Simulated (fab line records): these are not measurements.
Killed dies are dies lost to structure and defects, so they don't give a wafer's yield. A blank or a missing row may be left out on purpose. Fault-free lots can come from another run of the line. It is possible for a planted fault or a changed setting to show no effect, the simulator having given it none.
fab line records -- flow n5-finfet -- part 2 of 2: steps 21 to 32 of 32
record: lots: 5, wafers: 15, last-day: 17
route steps=1938 shown BEOL_M13@1690 BEOL_M14@1716
lots with no fault: from the same line, run without faults
start-h: hours from the record's first day to the start of the lot's first wafer shown -- wait-h: hours from the lot's prior step to this one -- " unchanged from the row above -- L1.1+2: several wafers, shown together as one row -- - no value present, or no start provided -- * or withheld: withheld -- < > ~ a bound
route shown NAME@n: a module of which the file shows steps, and the number in the route of the first -- usual: mean/standard deviation of fault-free wafers -- same: alike in all rows -- chamber/n: place in a boat -- sites: each site's reading -- _std_site: their standard deviation -- _edge_site: inner sites' mean taken away from outer sites' mean -- radius-mm: for every site, how far away it sits from the centre of the wafer -- mask NAME#n: copy n -- behind: the most recent tool/chamber to have shaped the wafer -- hold: why the lot was held/for how many hours/how that ended -- device: transistor that didn't switch, given as n, p or np -- end of line: tests of these same wafers at the route's end -- for a step that has no rows: nothing shown but its recipe -- killed: not the wafer's yield, but the dies lost to structure and defects at the first sort -- map: shows each die of a wafer: x if killed, . if not, _ if none is there
set.NAME: setting as actually run; set.NAME@STEP: the setting as run at that earlier step -- model.NAME: the simulator's own value behind a step, which no gauge read
lots seen at some steps along the route; tables by step, rows by wafer
services: a tool's chamber out of use, with start hour (start-h, from the record's first day; less than 0 if before it), hours out, and reason
== steps ==
step: N5_BEOL_M13_CMP_49
recipe: stop-on: SiOC, t-overpolish-s: 17.1, down-force-psi: 1, platen-rpm: 50, clearing-platen-down-force-psi: 1.5, clearing-platen-rpm: 50, post-cmp-clean: cu-alkaline, target-thk-nm: 420, clearing-platen-pad-velocity-m-s: 0.99484, pad-velocity-m-s: 0.99484
usual: barrier-field-endpoint-s: 30.4/0.8, motor-current-A: 6.3/0.61, overpolish-run-s: 17.098/0.0088
lot.wafer,tool,chamber,start-h,wait-h,barrier-field-endpoint-s,motor-current-A,overpolish-run-s
L077.4,cmp-01,0,287.69,0.2,30.4,7.2,17.109
L077.2,cmp-01,1,287.69,0.2,31.8,6.0,17.104
L077.6,cmp-01,3,287.69,0.2,30.9,5.9,17.122
L087.1,cmp-01,2,346.48,0.3,30.1,6.1,17.092
L087.4,cmp-01,0,346.48,0.3,30.4,7.7,17.087
L087.2,cmp-01,1,346.48,0.3,31.3,6.5,17.086
L091.1,cmp-03,1,367.82,0.3,29.4,5.6,17.093
L091.2,cmp-03,2,367.82,0.3,29.4,5.3,17.090
L091.4,cmp-03,0,367.82,0.3,30.3,6.0,17.108
L093.2,cmp-04,3,371.19,0.2,30.3,5.6,17.103
L093.3,cmp-04,0,371.19,0.2,30.0,7.1,17.091
L093.6,cmp-04,2,371.19,0.2,30.6,6.3,17.089
L095.1,cmp-01,2,381.20,0.3,31.1,6.3,17.084
L095.4,cmp-01,3,381.20,0.3,30.5,6.2,17.106
L095.6,cmp-01,1,381.20,0.3,31.7,6.1,17.083
step: N5_BEOL_M13_THK_MEAS_50
recipe: thk-meas-gauge: xrf, reads: Cu_of_BEOL_M13_ECD_47
usual: M13_THK: 416/7.5
lot.wafer,tool,chamber,start-h,wait-h,M13_THK[nm]
L077.2,film-metro-01,-,287.91,-,417
L077.4,film-metro-01,-,287.91,-,409
L077.6,film-metro-01,-,287.91,-,425
L087.1,film-metro-01,-,346.77,-,408
L087.2,film-metro-01,-,346.77,-,409
L087.4,film-metro-01,-,346.77,-,412
L091.1,film-metro-01,-,368.11,-,412
L091.2,film-metro-01,-,368.11,-,424
L091.4,film-metro-01,-,368.11,-,406
L093.2,film-metro-02,-,371.45,-,410
L093.3,film-metro-02,-,371.45,-,425
L093.6,film-metro-02,-,371.45,-,417
L095.1,film-metro-01,-,381.42,-,416
L095.4,film-metro-01,-,381.42,-,423
L095.6,film-metro-01,-,381.42,-,421
step: N5_BEOL_M13_PRE_CLEAN_52
recipe: gas: NH3, time-s: 15, temp-c: withheld, rf-power-w: 300
lot.wafer,tool,chamber,start-h,wait-h
L077.2+4+6,pecvd-02,"2,2,1",287.95,0.0
L087.1+2+4,pecvd-04,"0,1,1",346.81,0.0
L091.1+2+4,pecvd-04,"1,2,0",368.15,0.0
L093.2+3+6,pecvd-02,"1,0,1",371.48,0.0
L095.1+4+6,pecvd-03,"0,0,1",381.46,0.0
step: N5_BEOL_M13_DEP_53
recipe: material: SiCN, target-thk-a: 500, temp-c: withheld, precursor: 3MS/NH3, pressure-torr: 3, rf-w: 675, time-s: 17.8
usual: chamber-pressure-Torr: 3.000/0.0064, showerhead-plenum-p-Torr: 4.167/0.024, throttle-valve-pct: 18.3/0.84
lot.wafer,tool,chamber,start-h,wait-h,chamber-pressure-Torr,showerhead-plenum-p-Torr,throttle-valve-pct
L077.2,pecvd-02,2,287.97,0.0,3.001,4.147,17.3
L077.4,pecvd-02,2,287.97,0.0,3.001,4.165,17.0
L077.6,pecvd-02,1,287.97,0.0,2.990,4.151,18.5
L087.1,pecvd-04,0,346.83,0.0,3.004,4.212,18.8
L087.2,pecvd-04,1,346.83,0.0,2.985,4.121,19.9
L087.4,pecvd-04,1,346.83,0.0,2.994,4.132,20.1
L091.1,pecvd-04,1,368.17,0.0,3.008,4.118,20.0
L091.2,pecvd-04,2,368.17,0.0,3.016,4.185,18.5
L091.4,pecvd-04,0,368.17,0.0,3.005,4.207,19.0
L093.2,pecvd-02,1,371.51,0.0,3.001,4.152,18.6
L093.3,pecvd-02,0,371.51,0.0,2.999,4.160,17.3
L093.6,pecvd-02,1,371.51,0.0,2.998,4.150,18.3
L095.1,pecvd-03,0,381.48,0.0,3.000,4.172,17.9
L095.4,pecvd-03,0,381.48,0.0,3.001,4.158,17.8
L095.6,pecvd-03,1,381.48,0.0,3.006,4.176,18.5
step: N5_BEOL_M13_RS_MEAS_54
recipe: thk-meas-gauge: four-point-probe, reads: Cu_of_BEOL_M13_ECD_47+Ta_of_BEOL_M13_SPUTTER_44+TaN_of_BEOL_M13_SPUTTER_43
usual: M13_RS: 0.0452/0.00077
lot.wafer,tool,chamber,start-h,wait-h,M13_RS[ohm/sq]
L077.2,film-metro-02,-,288.04,0.1,0.0449
L077.4,film-metro-02,-,288.04,0.1,0.0459
L077.6,film-metro-02,-,288.04,0.1,0.0441
L087.1,film-metro-01,-,346.90,0.0,0.0456
L087.2,film-metro-01,-,346.90,0.0,0.0456
L087.4,film-metro-01,-,346.90,0.0,0.0454
L091.1,film-metro-01,-,368.24,0.0,0.0456
L091.2,film-metro-01,-,368.24,0.0,0.0443
L091.4,film-metro-01,-,368.24,0.0,0.0463
L093.2,film-metro-01,-,371.57,0.1,0.0463
L093.3,film-metro-01,-,371.57,0.1,0.0444
L093.6,film-metro-01,-,371.57,0.1,0.0452
L095.1,film-metro-01,-,381.55,0.0,0.0457
L095.4,film-metro-01,-,381.55,0.0,0.0448
L095.6,film-metro-01,-,381.55,0.0,0.0451
step: N5_BEOL_M13_INSPECT_55
recipe: inspect-instrument: darkfield, mode: post-dep
usual: raw-defect-count: 70/25
lot.wafer,tool,chamber,start-h,wait-h,raw-defect-count
L077.2,defect-inspect-01,-,288.06,0.0,55
L077.4,defect-inspect-01,-,288.06,0.0,47
L077.6,defect-inspect-01,-,288.06,0.0,93
L087.1,defect-inspect-01,-,346.93,0.0,164
L087.2,defect-inspect-01,-,346.93,0.0,143
L087.4,defect-inspect-01,-,346.93,0.0,102
L091.1,defect-inspect-02,-,368.27,0.0,56
L091.2,defect-inspect-02,-,368.27,0.0,62
L091.4,defect-inspect-02,-,368.27,0.0,70
L093.2,defect-inspect-02,-,371.60,0.0,91
L093.3,defect-inspect-02,-,371.60,0.0,73
L093.6,defect-inspect-02,-,371.60,0.0,80
L095.1,defect-inspect-01,-,381.58,0.0,52
L095.4,defect-inspect-01,-,381.58,0.0,41
L095.6,defect-inspect-01,-,381.58,0.0,41
step: N5_BEOL_M14_ILD_DEP_00
recipe: material: SiO2, target-thk-a: 11193, temp-c: 400, precursor: TEOS/O2, pressure-torr: 6.5, rf-w: 900, teos-flow-sccm: 161.4, gas: O2, flow-sccm: 2650, time-s: 237.4
usual: chamber-pressure-Torr: 6.499/0.015, heater-power-outer-w: 327/71, heater-power-w: 563/100, showerhead-plenum-p-Torr: 8.35/0.034, throttle-valve-pct: 18.6/0.7
lot.wafer,tool,chamber,start-h,wait-h,chamber-pressure-Torr,heater-power-outer-w,heater-power-w,showerhead-plenum-p-Torr,throttle-valve-pct
L077.2,pecvd-02,1,288.10,0.0,6.493,214,427,8.34,19.2
L077.4,pecvd-02,0,288.10,0.0,6.496,381,706,8.35,18.3
L077.6,pecvd-02,1,288.10,0.0,6.491,243,470,8.35,18.9
L087.1,pecvd-01,2,346.96,0.0,6.493,330,579,8.35,18.1
L087.2,pecvd-01,1,346.96,0.0,6.464,334,503,8.31,18.9
L087.4,pecvd-01,1,346.96,0.0,6.500,246,396,8.32,18.9
L091.1,pecvd-02,2,368.30,0.0,6.476,430,639,8.33,18.2
L091.2,pecvd-02,1,368.30,0.0,6.520,208,418,8.31,18.9
L091.4,pecvd-02,2,368.30,0.0,6.486,323,497,8.34,18.2
L093.2,pecvd-01,1,371.64,0.0,6.475,302,466,8.32,18.8
L093.3,pecvd-01,2,371.64,0.0,6.487,358,617,8.36,18.2
L093.6,pecvd-01,2,371.64,0.0,6.473,384,658,8.37,18.4
L095.1,pecvd-01,1,381.61,0.0,6.509,348,538,8.33,18.9
L095.4,pecvd-01,2,381.61,0.0,6.492,350,604,8.37,18.4
L095.6,pecvd-01,0,381.61,0.0,6.491,443,741,8.36,18.4
step: N5_BEOL_M14_THK_MEAS_01
recipe: reads: SiO2_of_BEOL_M14_ILD_DEP_00
usual: M14_ILD_THK: 1125/17
lot.wafer,tool,chamber,start-h,wait-h,M14_ILD_THK[nm]
L077.2,film-metro-02,-,288.29,0.1,1103
L077.4,film-metro-02,-,288.29,0.1,1155
L077.6,film-metro-02,-,288.29,0.1,1117
L087.1,film-metro-01,-,347.15,0.1,1107
L087.2,film-metro-01,-,347.15,0.1,1120
L087.4,film-metro-01,-,347.15,0.1,1133
L091.1,film-metro-01,-,368.49,0.1,1140
L091.2,film-metro-01,-,368.49,0.1,1108
L091.4,film-metro-01,-,368.49,0.1,1142
L093.2,film-metro-01,-,371.83,0.1,1120
L093.3,film-metro-01,-,371.83,0.1,1129
L093.6,film-metro-01,-,371.83,0.1,1138
L095.1,film-metro-01,-,381.80,0.1,1121
L095.4,film-metro-01,-,381.80,0.1,1134
L095.6,film-metro-01,-,381.80,0.1,1128
step: N5_BEOL_M14_COAT_58
recipe: resist: BARC, temp-c: 205, time-s: 60, spin-rpm: 1500, resist-thk-nm: 89
lot.wafer,tool,chamber,start-h,wait-h
L077.2+4+6,litho-track-03,0,288.32,0.0
L087.1+2+4,litho-track-02,0,347.19,0.0
L091.1+2+4,litho-track-04,0,368.53,0.0
L093.2+3+6,litho-track-04,0,371.86,0.0
L095.1+4+6,litho-track-02,0,381.84,0.0
step: N5_BEOL_M14_COAT_04
recipe: spin-rpm: 1704, resist-thk-nm: 800
lot.wafer,tool,chamber,start-h,wait-h
L077.2+4+6,litho-track-03,0,-,-
L087.1+2+4,litho-track-02,0,-,-
L091.1+2+4,litho-track-04,0,-,-
L093.2+3+6,litho-track-04,0,-,-
L095.1+4+6,litho-track-02,0,-,-
step: N5_BEOL_M14_EBR_06
recipe: solvent: PGMEA, ebr-width-mm: 1.5
lot.wafer,tool,chamber,start-h,wait-h
L077.2+4+6,litho-track-03,0,-,-
L087.1+2+4,litho-track-02,0,-,-
L091.1+2+4,litho-track-04,0,-,-
L093.2+3+6,litho-track-04,0,-,-
L095.1+4+6,litho-track-02,0,-,-
step: N5_BEOL_M14_SOFTBAKE_05
recipe: temp-c: 130, time-s: 60
lot.wafer,tool,chamber,start-h,wait-h
L077.2+4+6,litho-track-03,0,-,-
L087.1+2+4,litho-track-02,0,-,-
L091.1+2+4,litho-track-04,0,-,-
L093.2+3+6,litho-track-04,0,-,-
L095.1+4+6,litho-track-02,0,-,-
== services ==
tool,chamber,start-h,hours,kind
pecvd-03,-,262.15,0.7,repair
cmp-01,-,274.28,3.0,repair
ecd-cu-01,-,277.76,1.1,repair
plasma-asher-02,-,278.62,1.7,repair
plasma-asher-01,-,285.22,0.9,repair
cmp-03,-,287.33,5.4,pm
cmp-04,-,290.14,1.1,repair
rie-diel-06,3,291.19,8.3,repair
pecvd-01,1,294.60,5.9,repair
pvd-sputter-02,-,301.83,7.9,repair
rie-diel-05,0,320.99,2.0,repair
pecvd-01,2,323.02,8.5,repair
plasma-asher-02,-,323.25,2.8,pm
pecvd-02,1,329.19,4.8,repair
rie-diel-06,1,332.37,8.2,repair
rie-diel-05,0,334.81,-,clean
ecd-cu-01,-,344.62,0.2,repair
cmp-04,-,350.39,1.1,repair
rie-diel-03,1,353.01,10.2,repair
rie-diel-03,2,354.84,6.4,repair
ecd-cu-01,-,361.52,0.9,repair
cmp-04,-,371.38,4.0,pm
pecvd-02,1,373.23,14.0,repair
wet-bench-04,-,378.06,3.4,repair
